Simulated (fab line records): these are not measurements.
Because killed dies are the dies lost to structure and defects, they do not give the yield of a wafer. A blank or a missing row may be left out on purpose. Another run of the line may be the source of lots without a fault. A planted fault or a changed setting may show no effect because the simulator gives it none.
Chamber matching	flow n5_finfet	N5_BEOL_M0_ETCH_109 on rie_diel-02 has 4 sister chambers
The step etches SiCN in CH3F/O2, target depth 8 nm, overetch 2.4 nm, time 27.4 s. 4 wafers are shown with their chamber, then 12 later ones without.

EACH WAFER AND ITS CHAMBER
wafer	chamber	showerhead_plenum_p_Torr (Torr)
L090.5	3	2.03
L091.1	2	2.06
L091.2	0	1.91
L091.3	1	2.04

WAFERS WHOSE CHAMBER IS MISSING
wafer	showerhead_plenum_p_Torr (Torr)
L091.4	2.03
L091.5	1.91
L091.6	2.04
L092.2	2.04
L092.5	2.06
L092.6	2.03
L093.1	2.06
L093.2	1.90
L093.3	2.04
L096.1	2.06
L096.2	1.90
L096.4	2.04

WHICH CHAMBER EACH WENT THROUGH
wafer	from the rows above	in truth
L091.4	3	3
L091.5	0	0
L091.6	1	1
L092.2	1	1
L092.5	2	2
L092.6	3	3
L093.1	2	2
L093.2	0	0
L093.3	1	1
L096.1	2	2
L096.2	0	0
L096.4	1	1
Correctly placed: 12 of 12. Not placeable from these rows: 0. Wrongly placed: 0.
How it was worked out, from the rows above alone: a wafer's distance from a chamber is the root of the sum, over the readings, of the square of ((its reading less the chamber's mean) divided by the reading's scatter). If the next closest chamber is less than 2 further off than the closest, the wafer can't be placed; otherwise it belongs to the closest. A chamber's mean is the mean of its shown wafers. The scatter: with one shown wafer a chamber, the root of the mean of the squares of how far each hidden wafer lies from its nearest shown one.
